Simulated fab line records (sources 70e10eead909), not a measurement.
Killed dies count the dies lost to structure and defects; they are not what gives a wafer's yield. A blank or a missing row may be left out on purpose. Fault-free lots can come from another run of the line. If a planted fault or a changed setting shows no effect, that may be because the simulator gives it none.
Matching of chambers	flow nand harc	cmp-02 running NHARC_P_M0_CMP_23: 4 sister chambers
The step polishes, t overpolish 20 s, target thk 117.54 nm. 8 wafers are shown with their chamber, then 8 later ones without.

WAFERS PAIRED WITH THEIR CHAMBERS
wafer	chamber	motor current A (A)	slurry flow ml min
L078.3	1	11.0	150.6
L081.2	1	10.9	149.7
L084.4	0	11.9	149.7
L084.6	0	12.3	149.2
L086.3	2	13.5	149.9
L086.4	3	10.8	150.3
L086.6	3	10.9	150.0
L089.1	2	13.4	149.7

WAFERS WITH NO CHAMBER GIVEN
wafer	motor current A (A)	slurry flow ml min
L089.2	11.5	150.1
L089.6	11.7	150.4
L090.2	12.9	150.1
L090.3	11.3	150.1
L090.5	13.7	149.3
L093.4	11.8	149.3
L093.5	10.5	150.0
L093.6	12.7	149.2

CHAMBER TAKEN BY EACH
wafer	from the rows above	in truth
L089.2	can't be placed: 1 or 3 or 0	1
L089.6	can't be placed: 0 or 1 or 3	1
L090.2	can't be placed: 2 or 0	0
L090.3	can't be placed: 1 or 3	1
L090.5	2	2
L093.4	0	0
L093.5	can't be placed: 3 or 1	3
L093.6	can't be placed: 0 or 2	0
2 of 8 placed correctly. These rows do not allow placing 6 (true chamber among the candidates in 6). Number placed wrongly: 0.
How it was worked out, from the rows above alone: a wafer's distance from a chamber is the root of the sum, over the readings, of the square of ((its reading less the chamber's mean) divided by the reading's scatter). If the next closest chamber is less than 2 further off than the closest, the wafer can't be placed; otherwise it belongs to the closest. Each chamber's mean is taken over the wafers shown for it. The scatter: the root of (the sum of the squares of (reading less its chamber's mean) over the shown wafers, divided by (wafers less chambers)).
